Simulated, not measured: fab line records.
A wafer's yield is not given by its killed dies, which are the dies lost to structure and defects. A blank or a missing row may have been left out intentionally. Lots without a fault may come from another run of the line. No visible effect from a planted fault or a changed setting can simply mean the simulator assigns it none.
Split-lot trial | flow n5Finfet | 7 lots, 21 wafers read, on a route of 1938 steps

== ON THE SPLIT ==
At N5_SD_EPI_P_EPI_21 (deposits SiGe:B, time 355 s), the setting timeS was moved away from the recipe's 355 s on 9 of the 21 wafers read, by -17.9% to +11.9%. For the rest of the wafers, this setting stayed at what the recipe calls for.

== FROM THE SPLIT TO THE READING: what the file shows between them, 6 steps ==
- N5_SD_EPI_P_EPI_MEAS_23
- N5_SD_EPI_P_HM_STRIP_48: strips SiNx in H3PO4, material SiNx, target depth 3 nm
- N5_SD_EPI_P_SRD_49: time 30 s
- N5_SD_EPI_P_PRECLEAN_24: cleans in O3/DIW, time 45 s
- N5_SD_ACTIVATION_RTA_00: time 0 s
- N5_SD_ACTIVATION_LSA_01: time 0.0008 s

== THE READING ==
RS_SD_P in ohm/sq, measured at N5_SD_ACTIVATION_RS_MEAS_03 by four-point-probe. Typical for fault-free wafers on this fab line: 56.0 ohm/sq, with standard deviation 1.2 ohm/sq.

wafer  | tool, chamber at the split | timeS as run, s | against the recipe | RS_SD_P, ohm/sq | against lot-mates on the recipe
L075.2 | epiRpcvd-01, 0             | 291.5           | -17.9%             | 65.4            | +8.4
L075.4 | epiRpcvd-01, 0             | 355             | recipe             | 57.1            | -
L075.6 | epiRpcvd-01, 0             | 355             | recipe             | 57.0            | -
L077.3 | epiRpcvd-04, 0             | 355             | recipe             | 56.0            | -
L077.5 | epiRpcvd-04, 0             | 397.3           | +11.9%             | 52.2            | -3.8
L077.6 | epiRpcvd-04, 0             | 397.3           | +11.9%             | 52.2            | -3.8
L078.2 | epiRpcvd-01, 0             | 355             | recipe             | 57.8            | -
L078.4 | epiRpcvd-01, 0             | 355             | recipe             | 58.3            | -
L078.6 | epiRpcvd-01, 0             | 355             | recipe             | 57.6            | -
L079.2 | epiRpcvd-04, 0             | 355             | recipe             | 54.7            | -
L079.4 | epiRpcvd-04, 0             | 298             | -16.1%             | 61.7            | +7.0
L079.6 | epiRpcvd-04, 0             | 355             | recipe             | 54.7            | -
L086.1 | epiRpcvd-03, 0             | 355             | recipe             | 55.0            | -
L086.2 | epiRpcvd-03, 0             | 314.4           | -11.4%             | 59.6            | +4.3
L086.6 | epiRpcvd-03, 0             | 355             | recipe             | 55.6            | -
L087.2 | epiRpcvd-03, 0             | 313             | -11.8%             | 61.1            | +5.1
L087.3 | epiRpcvd-03, 0             | 355             | recipe             | 56.0            | -
L087.6 | epiRpcvd-03, 0             | 313             | -11.8%             | 61.6            | +5.6
L089.2 | epiRpcvd-04, 0             | 293.7           | -17.3%             | 61.5            | +7.1
L089.5 | epiRpcvd-04, 0             | 293.7           | -17.3%             | 61.0            | +6.6
L089.6 | epiRpcvd-04, 0             | 355             | recipe             | 54.4            | -

FIT RESULTS
A straight line over all 21 wafers: RS_SD_P changes by -0.363 ohm/sq for each +1% of timeS; r = -0.93; the points scatter about the line by 1.3 ohm/sq.
The same after taking each lot's own level away (the mean of its wafers on the recipe; 21 wafers): -0.4 ohm/sq for each +1%; r = -0.99; scatter 0.47 ohm/sq.
The reading moves by 7.2 ohm/sq for the largest change in timeS, on that fit.
The lots' own levels span 54.40 to 57.90 ohm/sq, that is 2.9 times the standard deviation above.
So the lot-to-lot level changes the slope little: the two slopes agree.
Check: for one of the wafers moved furthest among these (-17.9%), held out of the fit, the line's prediction against its lot-mates is +7.16 ohm/sq. Against them it came out at +8.35 ohm/sq.

== FURTHER SPLITS ON THESE WAFERS ==
These wafers also went through other splits before the reading. Each is held against what the fit with the lots' levels taken away leaves over:
other split on the same wafers   | wafers away from the commonest value | r with RS_SD_P (lot level and that fit taken away)
N5_FIN_SAQP_HM_DEP_03 timeS      | 7                                    | -0.32
N5_FIN_SAQP_PECVD_06 timeS       | 11                                   | +0.09
N5_FIN_SAQP_MANDREL_ETCH_22 icpW | 5                                    | -0.10
N5_DUMMY_GATE_COAT_28 spinRpm    | 9                                    | +0.05
N5_SD_EPI_N_EPI_21 tempC         | 3                                    | -0.18

== THE WHOLE CHAIN: every reading that the file lists as answering this split, in the file's order ==
step                        | what it does                 | reading                                                                          | change (the file's fit)               | r (the file's)
N5_SD_EPI_P_EPI_21          | deposits SiGe:B, time 355 s  | SiGe-B_of_SD_EPI_P_EPI_21.thkNm (the simulator's own value, which no gauge read) | +0.411 nm for each +1% of the setting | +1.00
N5_SD_EPI_P_EPI_MEAS_23     |                              | thkNm                                                                            | withheld for each +1% of the setting  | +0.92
N5_SD_ACTIVATION_RS_MEAS_03 | measures by four-point-probe | RS_SD_P                                                                          | -0.418 for each +1% of the setting    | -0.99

== THE FILE'S OWN FIT ==
RS_SD_P changes by -0.418 ohm/sq for each +1% of timeS, r = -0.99.
